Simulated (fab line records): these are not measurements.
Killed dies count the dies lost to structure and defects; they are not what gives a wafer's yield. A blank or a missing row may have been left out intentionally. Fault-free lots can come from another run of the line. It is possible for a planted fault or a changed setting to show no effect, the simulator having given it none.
Chamber matching -- flow nand-harc -- NHARC_P_M1_DESCUM_14 on rie-diel-02: 4 sister chambers
The step chemistry O2, time 3 s. 20 wafers are shown with their chamber, then 10 later ones without.

== WAFERS WITH THEIR CHAMBER ==
wafer,chamber,showerhead-plenum-p-Torr (Torr),drypump-motor-current-A (A),oes-product-au (a.u.)
L074.1,2,1.84,5.5,0.992
L074.2,0,1.80,6.1,0.993
L074.5,2,1.84,5.5,0.993
L077.2,3,2.04,5.4,1.011
L077.3,1,1.97,5.6,1.011
L077.6,3,2.04,5.4,1.010
L079.3,0,1.80,6.2,0.984
L079.4,1,1.97,5.5,1.007
L079.5,1,1.97,5.5,1.001
L080.3,2,1.84,5.5,0.989
L080.5,3,2.04,5.4,1.002
L080.6,0,1.80,6.2,0.985
L081.1,2,1.84,5.5,0.980
L081.3,0,1.79,6.2,0.994
L081.4,1,1.97,5.5,0.997
L082.1,3,2.04,5.4,1.003
L082.5,0,1.80,6.1,1.005
L082.6,3,2.04,5.4,1.006
L084.1,2,1.84,5.5,1.015
L084.3,3,2.04,5.4,1.007

SIGNATURES, as means of the wafers listed above
reading,chamber 0,chamber 1,chamber 2,chamber 3,scatter within a chamber
showerhead-plenum-p-Torr,1.7980,1.9700,1.8400,2.0400,0.00224
drypump-motor-current-A,6.160,5.525,5.500,5.400,0.0349
oes-product-au,0.99220,1.00400,0.99380,1.00650,0.00842
Rule: for each reading, subtract the chamber's mean from the wafer's reading, divide by that reading's scatter and square the result; add these up over the readings and take the root, which gives the wafer's distance from the chamber. The wafer belongs to the nearest chamber; if the next one is less than 2 further off, it can't be placed. The scatter: the root of (the sum of the squares of (reading less its chamber's mean) over the shown wafers, divided by (wafers less chambers)).

== WAFERS WITHOUT THEIR CHAMBER ==
wafer,showerhead-plenum-p-Torr (Torr),drypump-motor-current-A (A),oes-product-au (a.u.)
L084.6,1.97,5.5,1.002
L086.1,1.79,6.2,1.002
L086.4,1.84,5.5,1.009
L086.5,1.79,6.2,0.988
L087.1,1.97,5.5,1.012
L087.2,1.84,5.5,1.009
L087.3,2.04,5.4,1.002
L093.2,1.79,6.2,0.992
L093.4,1.97,5.5,1.001
L093.6,1.79,6.1,0.995

== THE CHAMBER EACH PASSED THROUGH ==
wafer,from the rows above,in truth
L084.6,1,1
L086.1,0,0
L086.4,2,2
L086.5,0,0
L087.1,1,1
L087.2,2,2
L087.3,3,3
L093.2,0,0
L093.4,1,1
L093.6,0,0
Correct placement for 10 of the 10. Left unplaced by these rows: 0. Placed wrongly: 0.
